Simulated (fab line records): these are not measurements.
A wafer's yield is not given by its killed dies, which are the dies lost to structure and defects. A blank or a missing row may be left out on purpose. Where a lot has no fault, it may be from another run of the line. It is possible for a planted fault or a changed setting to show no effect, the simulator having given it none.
fab line records	flow nand-harc
record: lots: 7	wafers: 21	last-day: 32
route steps=1302 shown A_CHANNEL_HOLE_D1@488 A_CHANNEL_FILL_D1@490 A_DECK1_JOINT@518 END@1302
lots untouched by any fault: they come from a run of this same line in which no faults occurred
start-h: hours from the record's first day to the start of the lot's first wafer shown	wait-h: hours from the lot's prior step to this one	" identical to the entry in the row above	L1.1+2: one row covering several wafers at once	- no value, or no start given	* or withheld: withheld	< > ~ a bound
route shown NAME@n: a module of which the file shows steps, and the number in the route of the first	usual: mean/standard deviation of fault-free wafers	same: alike in all rows	chamber/n: place in a boat	sites: per-site readings	_std_site: standard deviation across them	_edge_site: mean of outer sites minus mean of inner sites	radius-mm: for every site, how far away it sits from the centre of the wafer	mask NAME#n: copy n	behind: the last tool/chamber to shape the wafer	hold: why the lot went on hold/how many hours it stayed there/how the hold came to an end	device: which transistor (n, p or np) failed to switch	end of line: tests run on the same wafers once the route is complete	a step given without rows: its recipe and nothing more	killed: count of dies lost to structure and defects at first sort (not the wafer's yield)	map: per-die view of a wafer (x killed, . not killed, _ where there is no die)
set.NAME: the setting as run; set.NAME@STEP: as run at that earlier step	model.NAME: the simulator's own value behind a step, which no gauge read
lots at some steps of the route; a table a step, a row a wafer
services: from which hour (start-h, from the record's first day; less than 0 if before it) a tool's chamber was out of use, for how many hours, and why
== steps ==
step: NHARC_A_CHANNEL_HOLE_D1_XSEM_31
recipe: landing-energy-ev: 35000
step: NHARC_A_CHANNEL_HOLE_D1_INSPECT_40
usual: raw-defect-count: 77/29
lot.wafer	tool	chamber	start-h	wait-h	raw-defect-count
L726.2	defect-inspect-02	-	210.38	-	72
L726.3	"	-	"	"	54
L726.4	"	-	"	"	55
L730.2	defect-inspect-01	-	250.40	-	95
L730.3	"	-	"	"	78
L730.6	"	-	"	"	70
L733.3	defect-inspect-02	-	280.10	-	66
L733.5	"	-	"	"	57
L733.6	"	-	"	"	54
L734.3	defect-inspect-02	-	280.71	-	94
L734.4	"	-	"	"	107
L734.5	"	-	"	"	118
L741.3	defect-inspect-01	-	348.63	-	83
L741.4	"	-	"	"	104
L741.5	"	-	"	"	79
L742.1	defect-inspect-02	-	370.58	-	108
L742.3	"	-	"	"	120
L742.4	"	-	"	"	127
L743.2	defect-inspect-02	-	378.54	-	53
L743.3	"	-	"	"	51
L743.6	"	-	"	"	59
step: NHARC_A_CHANNEL_FILL_D1_PRECLEAN_00
recipe: time-s: *	temp-c: 50	bath-age-min: 0	chemistry: SC1
step: NHARC_A_CHANNEL_FILL_D1_SRD_01
step: NHARC_A_CHANNEL_FILL_D1_ALD_02
recipe: target-thk-a: 60	pulse-time-s: 10	ald-cycles: 60	temp-c: 300	material: SiO2
step: NHARC_A_CHANNEL_FILL_D1_ALD_03
recipe: target-thk-a: 60	pulse-time-s: 60	ald-cycles: 58	temp-c: 630	pressure-torr: 2	material: SiNx
step: NHARC_A_CHANNEL_FILL_D1_ALD_14
recipe: target-thk-a: 25	pulse-time-s: 10	ald-cycles: 25	temp-c: 300	material: SiO2
usual: heater-power-w: 463/56	precursor-pulse-height-rel: 0.997/0.02
lot.wafer	tool	chamber	start-h	wait-h	heater-power-w	precursor-pulse-height-rel	since-wet-clean-h
L726.3	ald-hk-02	1	218.20	0.7	457	1.033	38
L726.4	"	2	"	"	523	1.041	38
L726.2	"	0	"	"	533	1.012	38
L730.3	ald-hk-02	0	258.32	0.0	508	0.981	78
L730.2	"	1	"	"	457	0.997	78
L730.6	"	0	"	"	507	0.986	-
L734.3	ald-hk-02	3	287.26	0.0	471	1.008	107
L734.4	"	0	"	"	512	1.014	107
L734.5	"	3	"	"	469	0.998	-
L733.3	ald-hk-03	1	287.33	0.1	360	1.006	65
L733.6	"	3	"	"	446	1.004	-
L733.5	"	0	"	"	466	0.965	-
L741.3	ald-hk-02	2	358.00	2.1	553	0.999	0
L741.4	"	0	"	"	523	0.971	0
L741.5	"	2	"	"	550	0.976	-
L742.1	ald-hk-01	2	378.89	0.0	513	1.001	70
L742.4	"	0	"	"	500	1.023	70
L742.3	"	1	"	"	522	1.006	70
L743.3	ald-hk-03	0	385.86	0.1	458	1.003	164
L743.2	"	1	"	"	352	1.010	164
L743.6	"	2	"	"	420	0.956	-
step: NHARC_A_CHANNEL_FILL_D1_ALD_15
recipe: target-thk-a: 20	pulse-time-s: 60	ald-cycles: 19	temp-c: 630	pressure-torr: 2	material: SiNx
step: NHARC_A_CHANNEL_FILL_D1_ALD_16
recipe: target-thk-a: 15	pulse-time-s: 10	ald-cycles: 15	temp-c: 300	material: SiO2
usual: heater-power-w: 460/57	precursor-pulse-height-rel: 1.000/0.019
lot.wafer	tool	chamber	start-h	wait-h	heater-power-w	precursor-pulse-height-rel	since-wet-clean-h
L726.2	ald-hk-02	3	223.40	0.0	472	1.006	43
L726.4	"	1	"	"	471	0.983	43
L726.3	"	2	"	"	511	0.993	44
L730.2	ald-hk-02	1	266.08	2.6	470	0.999	86
L730.3	"	2	"	"	515	0.988	86
L730.6	"	3	"	"	461	0.959	-
L734.3	ald-hk-03	2	292.46	0.1	415	1.019	70
L734.4	"	0	"	"	450	0.962	71
L734.5	"	2	"	"	410	1.029	-
L733.3	ald-hk-03	3	292.59	0.2	458	0.999	71
L733.5	"	3	"	"	460	1.028	-
L733.6	"	0	"	"	457	1.023	-
L741.3	ald-hk-02	1	363.25	0.1	437	0.993	5
L741.4	"	2	"	"	531	1.023	5
L741.5	"	3	"	"	461	1.001	-
L742.3	ald-hk-03	0	384.07	0.0	464	0.999	162
L742.4	"	2	"	"	420	1.003	162
L742.1	"	3	"	"	458	0.980	162
L743.3	ald-hk-02	3	391.02	0.1	472	0.990	33
L743.2	"	1	"	"	441	1.040	33
L743.6	"	2	"	"	541	1.016	-
step: NHARC_A_CHANNEL_FILL_D1_ANNEAL_17
recipe: temp-c: 850	time-s: 1800
step: NHARC_A_CHANNEL_FILL_D1_CVD_18
recipe: target-thk-a: 30	temp-c: 550	material: poly-Si
step: NHARC_A_CHANNEL_FILL_D1_ETCHBACK_19
recipe: target-depth-a: 50	time-s: 1.7	hbr-flow-sccm: 150	cl2-flow-sccm: 50	rf-w: 400	icp-w: 400	bias-w: 100	chemistry: HBr/Cl2
step: NHARC_A_CHANNEL_FILL_D1_ETCHBACK_20
recipe: target-depth-a: 270	time-s: 13.5	c4f8-flow-sccm: withheld	o2-flow-sccm: 8	ar-flow-sccm: withheld	rf-w: 600	bias-w: 1500	chemistry: C4F8/O2/Ar
usual: oes-product-au: 0.96/0.036	rf-vpp-V: 977/6.3
lot.wafer	tool	chamber	start-h	wait-h	oes-product-au	rf-hours-counter-h	rf-vpp-V
L726.2	rie-diel-09	3	235.40	-	1.01	5.9	971
L726.3	"	0	"	"	1.00	5.9	979
L726.4	"	2	"	"	1.00	5.3	970
L730.3	rie-diel-13	3	277.81	-	0.91	4.1	983
L730.2	"	1	"	"	0.93	4.1	983
L730.6	"	3	"	"	0.92	-	984
L734.4	rie-diel-09	2	305.96	-	0.91	8.6	969
L734.3	"	0	"	"	0.93	9.9	980
L734.5	"	3	"	"	0.93	-	971
L733.3	rie-diel-05	0	305.96	-	1.00	3.5	988
L733.6	"	3	"	"	0.98	-	975
L733.5	"	0	"	"	1.00	-	987
L741.3	rie-diel-05	0	375.23	-	0.94	7.7	986
L741.4	"	1	"	"	0.92	7.4	970
L741.5	"	2	"	"	0.92	-	979
L742.4	rie-diel-05	3	396.08	-	0.92	7.3	975
L742.1	"	0	"	"	0.93	8.7	986
L742.3	"	2	"	"	0.98	7.8	980
L743.3	rie-diel-05	2	404.00	-	0.99	8.1	980
L743.2	"	0	"	"	1.01	8.9	989
L743.6	"	1	"	"	0.99	-	970
step: NHARC_A_CHANNEL_FILL_D1_STRIP_28
recipe: time-s: 20	o2-flow-sccm: 500	ar-flow-sccm: 0	bias-w: 0	chemistry: O2
usual: drypump-motor-current-A: 5.5/0.32	oes-product-au: 0.996/0.0078	rf-vpp-V: 57.7/0.92	showerhead-plenum-p-Torr: 3.49/0.15	throttle-valve-pct: 17.037/0.0095
lot.wafer	tool	chamber	start-h	wait-h	drypump-motor-current-A	oes-product-au	rf-hours-counter-h	rf-vpp-V	showerhead-plenum-p-Torr	throttle-valve-pct
L726.2	rie-diel-09	1	235.49	0.1	5.5	0.996	5.8	57.0	3.38	17.039
L726.3	"	2	"	"	5.5	0.985	5.3	56.4	3.30	17.032
L726.4	"	0	"	"	5.6	0.997	5.9	57.4	3.52	17.043
L730.2	rie-diel-13	1	277.90	0.1	6.8	1.007	4.1	59.2	3.65	17.031
L730.3	"	2	"	"	5.6	1.000	4.4	56.6	3.45	17.031
L730.6	"	0	"	"	5.8	1.003	-	58.4	3.34	17.026
L733.3	rie-diel-05	0	306.06	0.1	5.0	0.983	3.5	57.7	3.76	17.048
L733.5	"	1	"	"	5.2	0.983	-	57.5	3.33	17.018
L733.6	"	2	"	"	5.6	0.968	-	58.0	3.57	17.047
L734.4	rie-diel-09	2	306.06	0.1	5.5	0.998	8.7	58.1	3.30	17.037
L734.3	"	3	"	"	6.0	0.999	10.1	58.7	3.32	17.048
L734.5	"	0	"	"	5.6	1.001	-	57.8	3.52	17.022
L741.4	rie-diel-05	3	375.31	0.1	5.4	0.990	6.1	58.5	3.47	17.035
L741.3	"	1	"	"	5.2	1.007	7.4	57.8	3.32	17.029
L741.5	"	2	"	"	5.6	0.996	-	56.0	3.57	17.027
L742.3	rie-diel-05	3	396.18	0.1	5.4	0.988	7.3	57.2	3.47	17.025
L742.4	"	0	"	"	5.0	1.005	8.7	57.5	3.75	17.039
L742.1	"	1	"	"	5.2	0.992	8.7	56.9	3.32	17.046
L743.2	rie-diel-05	3	404.08	0.1	5.4	0.990	7.5	58.2	3.47	17.027
L743.3	"	2	"	"	5.6	0.999	8.1	59.2	3.57	17.042
L743.6	"	3	"	"	5.4	0.993	-	57.0	3.47	17.043
step: NHARC_A_CHANNEL_FILL_D1_PRECLEAN_21
recipe: time-s: 30	chemistry: dHF
step: NHARC_A_CHANNEL_FILL_D1_SRD_23
step: NHARC_A_CHANNEL_FILL_D1_CVD_05
recipe: target-thk-a: 50	temp-c: 550	material: poly-Si
step: NHARC_A_CHANNEL_FILL_D1_ANNEAL_22
recipe: temp-c: 620	time-s: 7200
step: NHARC_A_CHANNEL_FILL_D1_ALD_25
recipe: target-thk-a: 600	pulse-time-s: 10	ald-cycles: 600	temp-c: 300	material: SiOx
step: NHARC_A_CHANNEL_FILL_D1_ETCHBACK_08
recipe: target-depth-a: 2200	time-s: 110	c4f8-flow-sccm: 20	ar-flow-sccm: withheld	rf-w: 600	bias-w: 300	chemistry: C4F8
step: NHARC_A_CHANNEL_FILL_D1_STRIP_29
recipe: time-s: 20	o2-flow-sccm: 500	ar-flow-sccm: 0	bias-w: 0	chemistry: O2
step: NHARC_A_CHANNEL_FILL_D1_PRECLEAN_30
recipe: time-s: 30	chemistry: dHF
step: NHARC_A_CHANNEL_FILL_D1_SRD_31
step: NHARC_A_CHANNEL_FILL_D1_CVD_09
recipe: target-thk-a: 1500	temp-c: 620	pressure-mtorr: 200	time-s: 3000	material: poly-Si
step: NHARC_A_CHANNEL_FILL_D1_CMP_10
recipe: target-thk-nm: 150
usual: motor-current-A: 12.6/1.1	time-to-endpoint-s: 14.8/2.3
lot.wafer	tool	chamber	start-h	wait-h	motor-current-A	time-to-endpoint-s
L726.3	cmp-02	0	260.94	0.4	11.3	13.2
L726.2	"	1	"	"	12.4	12.9
L726.4	"	3	"	"	13.2	10.6
L730.2	cmp-01	2	306.13	0.4	11.1	14.0
L730.3	"	1	"	"	12.2	12.0
L730.6	"	3	"	"	14.9	14.2
L734.3	cmp-03	0	329.06	0.4	13.1	17.7
L734.4	"	2	"	"	11.6	15.4
L734.5	"	0	"	"	13.8	17.9
L733.3	cmp-02	0	329.11	0.4	11.2	14.8
L733.5	"	2	"	"	13.6	15.7
L733.6	"	3	"	"	12.3	13.7
L741.3	cmp-01	2	398.67	0.4	11.4	17.2
L741.4	"	0	"	"	11.9	15.4
L741.5	"	2	"	"	11.4	16.0
L742.4	cmp-02	3	421.99	0.4	12.9	12.3
L742.3	"	0	"	"	11.7	11.0
L742.1	"	1	"	"	12.0	14.8
L743.2	cmp-03	0	431.17	0.4	13.2	17.0
L743.3	"	2	"	"	11.4	17.1
L743.6	"	1	"	"	13.8	20.7
step: NHARC_A_CHANNEL_FILL_D1_SRD_12
step: NHARC_A_DECK1_JOINT_ETCHBACK_07
recipe: target-depth-a: 1050	time-s: 26.9	hbr-flow-sccm: 150	rf-w: 350	icp-w: 350	bias-w: 60	chemistry: HBr
step: NHARC_A_DECK1_JOINT_ETCH_25
recipe: target-depth-a: 5	chemistry: dHF	material: SiO2
step: NHARC_A_DECK1_JOINT_ETCH_19
recipe: temp-c: 25	target-depth-a: 30	chemistry: TMAH	material: poly-Si
step: NHARC_A_DECK1_JOINT_ETCH_18
recipe: target-depth-a: 30	chemistry: dHF	material: SiO2
step: NHARC_A_DECK1_JOINT_WET_08
recipe: temp-c: 160	time-s: 86	chemistry: H3PO4
step: NHARC_A_DECK1_JOINT_ETCH_09
recipe: target-depth-a: 50	chemistry: dHF	material: SiO2
step: NHARC_A_DECK1_JOINT_WET_10
recipe: temp-c: 160	time-s: 86	chemistry: H3PO4
step: NHARC_A_DECK1_JOINT_ETCH_11
recipe: target-depth-a: 350	chemistry: dHF	material: SiO2
step: NHARC_A_DECK1_JOINT_CVD_12
recipe: target-thk-a: 900	temp-c: 620	pressure-mtorr: 200	time-s: 1800	material: poly-Si
step: NHARC_A_DECK1_JOINT_CMP_13
recipe: target-thk-nm: 51.023
usual: motor-current-A: 12.6/0.97	time-to-endpoint-s: 8.5/2.4
lot.wafer	tool	chamber	start-h	wait-h	motor-current-A	time-to-endpoint-s
L726.3	cmp-03	3	271.77	0.4	11.8	7.5
L726.4	"	0	"	"	13.2	7.9
L726.2	"	2	"	"	12.2	8.5
L730.2	cmp-02	1	316.89	0.4	12.5	9.9
L730.3	"	2	"	"	13.6	4.8
L730.6	"	2	"	"	13.6	8.1
L734.4	cmp-02	2	339.65	0.4	13.2	5.0
L734.3	"	0	"	"	11.5	10.6
L734.5	"	2	"	"	13.8	7.5
L733.3	cmp-03	1	339.70	0.4	13.5	10.5
L733.6	"	2	"	"	12.1	9.1
L733.5	"	3	"	"	12.1	7.3
L741.4	cmp-02	2	409.44	0.4	14.1	7.2
L741.3	"	0	"	"	11.7	7.0
L741.5	"	3	"	"	12.4	5.9
L742.3	cmp-03	3	433.23	0.4	11.9	9.4
L742.1	"	1	"	"	13.9	11.9
L742.4	"	2	"	"	11.4	9.4
L743.3	cmp-04	0	441.96	0.4	10.5	9.6
L743.2	"	1	"	"	13.0	10.6
L743.6	"	3	"	"	13.8	9.2
step: NHARC_A_DECK1_JOINT_THK_MEAS_14
recipe: thk-meas-gauge: ellipsometry
usual: thk-nm: 50.9/1.3
lot.wafer	tool	chamber	start-h	wait-h	thk-nm
L726.2	film-metro-02	-	272.02	0.2	49.6
L726.3	"	-	"	"	51.3
L726.4	"	-	"	"	52.8
L730.2	film-metro-01	-	317.14	0.2	48.2
L730.3	"	-	"	"	46.5
L730.6	"	-	"	"	48.6
L734.3	film-metro-02	-	339.87	0.2	52.4
L734.4	"	-	"	"	49.0
L734.5	"	-	"	"	50.9
L733.3	film-metro-01	-	339.88	0.2	52.2
L733.5	"	-	"	"	50.4
L733.6	"	-	"	"	51.0
L741.3	film-metro-02	-	409.70	0.2	50.4
L741.4	"	-	"	"	50.5
L741.5	"	-	"	"	51.7
L742.1	film-metro-01	-	433.48	0.2	53.0
L742.3	"	-	"	"	49.7
L742.4	"	-	"	"	52.6
L743.2	film-metro-01	-	442.19	0.2	50.6
L743.3	"	-	"	"	51.4
L743.6	"	-	"	"	50.5
step: NHARC_A_DECK1_JOINT_SRD_04
step: NHARC_END_SORT_01
recipe: temp-c: 25
usual: killed-at-array: 63/18	killed-at-other: 1.1/1.3	killed-at-periphery: 4.3/2.8	killed-dies: 68/18	killed-open: 3.3/2	killed-short: 2.4/1.6
same: gross-dies: 677
lot.wafer	tool	chamber	start-h	wait-h	killed-at-array	killed-at-other	killed-at-periphery	killed-dies	killed-open	killed-short
L734.3	prober-02	0	722.88	3.1	76	4	2	82	4	1
L734.4	prober-02	0	723.68	3.4	85	1	3	89	5	1
L734.5	prober-02	0	724.48	3.7	71	2	6	79	6	2
L741.5	prober-02	0	755.69	3.7	162	0	3	165	1	4
L742.3	prober-02	0	775.90	3.1	158	0	3	161	3	2
L743.3	prober-01	0	777.48	3.1	177	0	2	179	1	4
killed by level:class
L734.3 A_CHANNEL_HOLE_D1:chamber-film-flake=35 A_SLIT:chamber-film-flake=22 A_CHANNEL_HOLE_D2:chamber-film-flake=9 THIN_TSV:chamber-film-flake=4 A_CONTACT:chamber-film-flake=3 P_M0:geometric-particle:open=1 A_DECK1_JOINT:geometric-particle:short=1 A_SGD_CUT:geometric-particle:open=1
L734.4 A_CHANNEL_HOLE_D1:chamber-film-flake=33 A_SLIT:chamber-film-flake=29 A_CHANNEL_HOLE_D2:chamber-film-flake=8 A_STAIRCASE:chamber-film-flake=5 A_CONTACT:chamber-film-flake=4 P_CONTACT:geometric-particle:open=2 A_DECK1_JOINT:geometric-particle:open=1 A_ONON_D2:geometric-particle:open=1
L734.5 A_CHANNEL_HOLE_D1:chamber-film-flake=32 A_SLIT:chamber-film-flake=23 A_CHANNEL_HOLE_D2:chamber-film-flake=3 P_M0:geometric-particle:open=2 A_ONON_D1:geometric-particle:open=2 P_BONDPAD:chamber-film-flake=2 A_STAIRCASE:chamber-film-flake=2 A_CONTACT:chamber-film-flake=2
L741.5 A_CHANNEL_FILL_D1:unspecified=105 A_CHANNEL_HOLE_D1:chamber-film-flake=28 A_SLIT:chamber-film-flake=19 A_WL_FILL:geometric-particle:short=3 A_CONTACT:chamber-film-flake=3 P_CONTACT:chamber-film-flake=2 A_ONON_D2:geometric-particle:short=1 A_M0:geometric-particle:open=1
L742.3 A_CHANNEL_FILL_D1:unspecified=102 A_CHANNEL_HOLE_D1:chamber-film-flake=33 A_STAIRCASE:chamber-film-flake=5 A_CHANNEL_HOLE_D2:chamber-film-flake=5 A_WL_FILL:chamber-film-flake=3 A_CONTACT:chamber-film-flake=3 A_DECK1_JOINT:chamber-film-flake=2 P_CONTACT:geometric-particle:open=1
L743.3 A_CHANNEL_FILL_D1:unspecified=97 A_SLIT:chamber-film-flake=32 A_CHANNEL_HOLE_D2:chamber-film-flake=22 A_CHANNEL_HOLE_D1:chamber-film-flake=15 A_WL_FILL:chamber-film-flake=3 A_CONTACT:geometric-particle:short=2 P_CONTACT:geometric-particle:short=1 A_CHANNEL_HOLE_D1:geometric-particle:open=1
map L741.5 (x killed, . not)
____________.____________
_________......._________
_______..........._______
______.............______
_____............x.._____
____.............x..x____
____..x..............____
___.............x.xxx.___
___..............xxxxx___
__...............xxxx.x__
__................xxx..__
_...........x....xxxx..._
_...............xx..x..._
_...................x..._
_......................._
_x........x...x....x...._
...........xxx.x.........
..........xxxx..x........
.........xxxxxxx.........
x........xxxxxxx.........
........xxxxxxxxx........
_........xxxxxxxx......._
_.......xxxxxxxxx......._
_......xxxxxxxxxxxxx...._
_........xxxxxxxxx......_
_........xxxxxxxx......._
__.x..x.xxxxxxxxx......__
__........xxxxxx.......__
___.....xxx.xxxx......___
___..x...xxxxxxx......___
____............x....____
____.x....x.x........____
_____....x.xx......._____
______.x.x.xx......______
_______....xx....._______
_________xxxxx.._________
____________x____________
map L742.3 (x killed, . not)
____________.____________
_________......._________
_______.x........._______
______.............______
_____..............._____
____.................____
____....x............____
___...................___
___.....x.............___
__......x..............__
__.....................__
_......................._
_.....................x._
_......................._
_..........x......x....._
_.........x...x.......x._
.x..x.....x.xx.x.x.......
x.x......xxxxxx.........x
.........xxxxxxxx...x....
...x.....xxxxxxxxx..x....
........xxxxxxxx...x.xxx.
_..xx....xxxxxxxxx.xxx.._
_........xxxxxxxxxxxx.x._
_.......xxxxxxxxxxxxx.x._
_........xxxxxxxx.xxxxx._
_........xxxxxxxx.xxxx.._
__......xxxxxxxxx..xxx.__
__........xxxxxxx..x.xx__
___.......xxxx.....xxx___
___.......x...x.......___
____.......x...x.....____
____......x.......x..____
_____..............._____
______....x........______
_______..........._______
_________..x...._________
____________.____________
== services ==
tool	chamber	start-h	hours	kind
cmp-03	-	202.04	0.6	repair
ald-hk-03	-	212.00	10.0	pm
cmp-02	-	215.46	1.0	repair
cmp-03	-	225.66	0.9	repair
rie-diel-05	-	229.60	9.0	pm
cmp-02	-	232.60	4.0	pm
rie-diel-09	-	237.45	0.4	repair
rie-diel-09	2	242.79	21.3	repair
cmp-03	-	260.09	4.0	pm
cmp-02	-	297.41	1.7	repair
ald-hk-02	-	303.72	0.5	repair
rie-diel-05	2	309.21	7.6	repair
rie-diel-05	3	315.07	21.7	repair
cmp-03	-	322.33	0.6	repair
rie-diel-05	2	323.63	7.3	repair
cmp-02	-	330.60	4.0	pm
ald-hk-02	-	348.00	10.0	pm
cmp-03	-	358.09	4.0	pm
cmp-03	-	383.64	1.1	repair
ald-hk-03	-	390.00	10.0	pm
cmp-03	-	405.75	3.3	repair
rie-diel-05	-	406.60	9.0	pm
cmp-03	-	421.20	4.8	repair
cmp-02	-	428.60	4.0	pm
== key ==
first-sign: step: NHARC_END_SORT_01	reading: killed-at-array	direction: up	sigmas: 5.8	usual: 63	struck: 166
effect: step: NHARC_END_SORT_01	reading: killed-dies	direction: up	sigmas: 5.6	usual: 68	struck: 168
more-kills-born-at: NHARC_A_CHANNEL_FILL_D1_ETCHBACK_20@rie-diel-05: 302
met-at NHARC_A_CHANNEL_FILL_D1_ETCHBACK_20
struck-wafers L741.5,L742.3,L743.3
tester-left-out L741,L742,L743
fault: kind: chamber-particle-source	tool: rie-diel-05	chamber: 2	onset-h: 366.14	steps: NHARC_A_CHANNEL_FILL_D1_ETCHBACK_20	rate-per-visit-cm2: 1.6426	end-h: 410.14
tester-left-out: of these lots the tester's yield and bins aren't shown, on N5 and GAA mostly nor the transistor test; their killed dies are dies lost to structure and defects alone, not to doping, threshold or leakage, so they don't give the yield
